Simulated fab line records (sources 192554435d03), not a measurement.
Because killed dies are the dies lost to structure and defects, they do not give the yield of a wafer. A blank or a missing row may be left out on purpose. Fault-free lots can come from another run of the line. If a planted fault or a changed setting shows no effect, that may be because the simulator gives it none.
One fault through the eyes of 3 desks + flow n5-finfet + what lay behind the numbers comes last; until then each desk has only its own
Where a reading is given only as a bound, like >300, the bound stands for it, and a mean or a difference that rests on one is marked > or <: the true number lies beyond.

== THE DEFECT DESK ==
What the inspections along the route counted, lot by lot: means of the sampled wafers that have a number. Marked OUT: a lot whose mean sits more than 4 standard deviations from the usual mean, which makes it out of limits; the brackets give that distance.
Columns: A = raw-defect-count at N5_HKMG_FIN_INSPECT_14, usual 2.3
| lot  | first seen here | A               |
|------|-----------------|-----------------|
| L890 | day 4 14:49     | 3.7             |
| L900 | day 7 00:56     | >101 (>+70) OUT |
| L903 | day 7 15:55     | 1.7             |
Finding of this desk: L900 out of limits; the first was L900 at day 7 00:56, on raw-defect-count at N5_HKMG_FIN_INSPECT_14. In limits: L890, L903.

== TOOL OWNER'S DESK, thermal-cvd-si-01 ==
The tool's own readings at N5_HKMG_FIN_CVD_62 (deposits a-Si from Si2H6, target thk 3 nm, time 20.8 s): means of the sampled wafers that have a number, for each lot that ran on this tool. Marked OUT: a lot whose mean sits more than 4 standard deviations from the usual mean, which makes it out of limits; the brackets give that distance.
Columns: A = heater-power-w at N5_HKMG_FIN_CVD_62, usual 1364 W
| lot  | first seen here | A    |
|------|-----------------|------|
| L890 | day 4 13:11     | 1403 |
| L900 | day 6 23:26     | 1274 |
Result from this desk: across the 2 lots, nothing is out of limits.

== AT THE METROLOGY DESK ==
What the gauges read, lot by lot, whatever tool the lot ran on: means of the sampled wafers that have a number. Marked OUT: a lot whose mean sits more than 4 standard deviations from the usual mean, which makes it out of limits; the brackets give that distance. Of its 10 readings 7 are shown: those that lie furthest out on some lot.
Columns: A = DIBL_P at N5_BEOL_M4_RC_MEAS_101, usual 36.3 mV/V; B = IOFF_P at N5_BEOL_M4_RC_MEAS_101, usual 0.22 nA/um; C = ION_N at N5_BEOL_M4_RC_MEAS_101, usual 675 uA/um; D = ION_P at N5_BEOL_M4_RC_MEAS_101, usual 465 uA/um; E = SS_N at N5_BEOL_M4_RC_MEAS_101, usual 71.4 mV/dec; F = SS_P at N5_BEOL_M4_RC_MEAS_101, usual 73.3 mV/dec; G = VT_P at N5_BEOL_M4_RC_MEAS_101, usual -249 mV
| lot  | first seen here | A    | B    | C   | D   | E    | F    | G    |
|------|-----------------|------|------|-----|-----|------|------|------|
| L890 | day 9 11:03     | 37.2 | 0.23 | 679 | 471 | 71.7 | 73.4 | -247 |
| L900 | day 11 23:40    | 36.5 | 0.18 | 670 | 453 | 71.5 | 73.1 | -255 |
| L903 | day 12 13:22    | 36.2 | 0.21 | 671 | 459 | 71.8 | 73.8 | -252 |
Result from this desk: across the 3 lots, nothing is out of limits.

== PUT TOGETHER ==
The defect desk could have raised an alarm at day 7 00:56, on L900.
The tool owner's desk saw nothing out of limits.
At the metrology desk, nothing out of limits was observed.
Tool owner's desk: L900 on record, inside its limits.
The metrology desk has L900 on record, within its limits.
Of the lots named, all ran N5_HKMG_FIN_CVD_62 on thermal-cvd-si-01.

== WHAT THE SIMULATOR HAD PUT IN ==
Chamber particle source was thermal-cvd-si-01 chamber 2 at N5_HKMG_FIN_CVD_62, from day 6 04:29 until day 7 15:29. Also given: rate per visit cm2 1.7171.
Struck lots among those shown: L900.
Hours from the fault's start to each desk's first reading out of limits: the defect desk, 20.
